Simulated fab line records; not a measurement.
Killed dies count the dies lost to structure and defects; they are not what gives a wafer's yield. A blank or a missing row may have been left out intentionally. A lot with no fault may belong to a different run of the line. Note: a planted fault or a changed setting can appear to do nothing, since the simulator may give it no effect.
Matching of chambers -- flow nand-harc -- NHARC_A_CONTACT_ETCH_92 on rie-diel-11: 4 sister chambers
The step etches the open film in CH3F/O2, target depth 40 nm, time 85.7 s. 4 wafers are shown with their chamber, then 7 later ones without.

WAFERS WITH THEIR CHAMBER
wafer,chamber,drypump-motor-current-A (A)
L905.6,2,6.1
L918.6,0,6.8
L919.4,1,5.4
L919.5,3,5.3

WAFERS WITHOUT THEIR CHAMBER
wafer,drypump-motor-current-A (A)
L919.6,6.1
L921.4,5.5
L921.5,5.5
L921.6,6.1
L922.1,5.5
L922.4,6.1
L922.6,6.8

CHAMBER TAKEN BY EACH
wafer,from the rows above,in truth
L919.6,2,2
L921.4,can't be placed: 1 or 3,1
L921.5,can't be placed: 1 or 3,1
L921.6,2,2
L922.1,can't be placed: 1 or 3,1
L922.4,2,2
L922.6,0,0
Placed correctly: 4 of 7. Can't be placed from these rows: 3 (the true chamber is among the candidates in 3). Placed wrongly: 0.
How it was worked out, from the rows above alone: a wafer's distance from a chamber is the root of the sum, over the readings, of the square of ((its reading less the chamber's mean) divided by the reading's scatter). If the next closest chamber is less than 2 further off than the closest, the wafer can't be placed; otherwise it belongs to the closest. The mean given for a chamber averages the wafers shown for that chamber. The scatter: root of mean squared gap, hidden wafer to nearest shown wafer, with one shown wafer a chamber.
